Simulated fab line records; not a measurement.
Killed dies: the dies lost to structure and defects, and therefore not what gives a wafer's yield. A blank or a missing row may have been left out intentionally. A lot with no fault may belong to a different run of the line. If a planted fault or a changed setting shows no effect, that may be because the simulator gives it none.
Chamber matching -- flow nand harc -- NHARC_P_STI_ETCH_15 on rie si-03: 4 sister chambers
The step etches the open film in HBr/Cl2, target depth 300 nm, time 100.1 s. 16 wafers are shown with their chamber, then 8 later ones without.

== WAFERS WITH THEIR CHAMBER ==
wafer,chamber,drypump motor current A (A),throttle valve pct (%),oes product au (a.u.)
L982.1,0,5.2,26.402,1.003
L982.2,2,6.0,26.404,1.006
L982.5,2,6.0,26.403,1.004
L985.1,1,6.0,26.397,0.995
L985.2,0,5.2,26.408,1.005
L985.3,2,6.0,26.393,1.006
L986.2,2,6.0,26.408,0.998
L986.4,0,5.3,26.406,1.008
L986.6,1,5.9,26.398,1.000
L987.3,2,6.0,26.406,1.004
L987.4,3,5.7,26.403,1.008
L987.5,0,5.3,26.413,1.010
L988.1,3,5.7,26.397,1.001
L988.2,0,5.2,26.418,0.995
L988.6,1,5.9,26.401,0.996
L989.1,2,6.0,26.405,1.002

SIGNATURES (means of the wafers above)
reading,chamber 0,chamber 1,chamber 2,chamber 3,scatter within a chamber
drypump motor current A,5.240,5.933,6.000,5.700,0.0394
throttle valve pct,26.40940,26.39867,26.40317,26.40000,0.00517
oes product au,1.00420,0.99700,1.00333,1.00450,0.00427
Rule: for each reading, subtract the chamber's mean from the wafer's reading, divide by that reading's scatter and square the result; add these up over the readings and take the root, which gives the wafer's distance from the chamber. The wafer belongs to the nearest chamber; if the next one is less than 2 further off, it can't be placed. The scatter is the square root of a quotient: the sum, over the shown wafers, of each reading's squared deviation from its chamber's mean, divided by wafers minus chambers.

== WAFERS WITHOUT THEIR CHAMBER ==
wafer,drypump motor current A (A),throttle valve pct (%),oes product au (a.u.)
L989.5,5.9,26.410,1.002
L989.6,5.2,26.410,1.003
L103.1,5.9,26.404,1.014
L103.3,5.3,26.394,1.010
L103.4,5.7,26.401,1.010
L104.1,5.9,26.407,1.002
L104.4,5.7,26.408,1.006
L104.5,5.7,26.402,1.001

== THE CHAMBER EACH PASSED THROUGH ==
wafer,from the rows above,in truth
L989.5,can't be placed: 1 or 2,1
L989.6,0,0
L103.1,can't be placed: 2 or 1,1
L103.3,0,0
L103.4,3,3
L104.1,can't be placed: 1 or 2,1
L104.4,3,3
L104.5,3,3
Correctly placed: 5 of 8. These rows do not allow placing 3 (true chamber among the candidates in 3). 0 placed wrongly.
